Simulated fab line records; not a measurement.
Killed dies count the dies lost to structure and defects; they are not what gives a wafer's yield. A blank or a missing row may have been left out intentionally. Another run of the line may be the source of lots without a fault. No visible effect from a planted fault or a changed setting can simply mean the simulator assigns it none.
The tool behind it: which one? ; flow nand-harc ; Sampling: 7 lots, 19 wafers, 4 of 1302 route steps

## WHAT THE GAUGES READ, wafer by wafer
NHARC_END_SORT_01.
lot;measured;on;killed-at-other
L783;day 29 07:16;prober-02;0
L792;day 32 05:07;prober-02;2 6 1

## TOOL THAT RAN EACH LOT (tool first, then ch and the chambers of the sampled wafers, then the start)
lot;NHARC_A_M0_ETCH_34;NHARC_A_M0_PVD_21;NHARC_A_M0_CMP_23
L778;rie-diel-04 ch 1,2,3, day 24 05:22;pvd-sputter-01, day 24 07:17 or earlier;cmp-01 ch 1,2,3, day 24 07:17
L783;rie-diel-13 ch 1, day 26 18:06;pvd-sputter-01, day 26 20:05 or earlier;cmp-01 ch 3, day 26 20:05
L785;rie-diel-04 ch 0,3, day 27 10:38;pvd-sputter-02, day 27 12:55 or earlier;cmp-04 ch 1,2,3, day 27 12:55
L791;rie-diel-02 ch 0,1, day 28 23:54;pvd-sputter-03, day 29 01:52 or earlier;cmp-04 ch 0,2, day 29 01:52
L792;rie-diel-13 ch 0,2, day 30 11:44;pvd-sputter-01, day 30 13:41 or earlier;cmp-02 ch 0,3, day 30 13:41
L794;rie-diel-02 ch 1,2,3, day 30 23:21;pvd-sputter-01, day 31 01:21 or earlier;cmp-02 ch 0,1,3, day 31 01:21
L797;rie-diel-04 ch 0,3, day 32 15:26;pvd-sputter-02, day 32 17:24 or earlier;cmp-02 ch 1,3, day 32 17:24
- NHARC_A_M0_ETCH_34: etches the open film in N2/H2, target depth 40 nm, overetch 12 nm, time 43.94 s.
- NHARC_A_M0_PVD_21: deposits Cu, target thk 30 nm, time 20.49 s.
- NHARC_A_M0_CMP_23: polishes, t overpolish 20 s, target thk 113.75 nm.

## THE ANSWER, worked out from the rows above alone
Rule: usual is defined by the lots themselves. The widest of any qualifying gaps counts: lots, ordered by their means at a reading, are off when they make up no more than a third of the lots, leave a main group of 4 or more, and stand apart from it by 3 or more times the standard deviation of that group's means. A main group is skipped when, at the precision printed for the reading in the tables above, its means are all equal. Also off: a lot with no number at a reading for which 4 or more lots have one. All remaining lots with rows at the step are treated as sound.
No lot is off at any reading shown: from this, nothing can be told.

## WHAT THE SIMULATOR PUT IN
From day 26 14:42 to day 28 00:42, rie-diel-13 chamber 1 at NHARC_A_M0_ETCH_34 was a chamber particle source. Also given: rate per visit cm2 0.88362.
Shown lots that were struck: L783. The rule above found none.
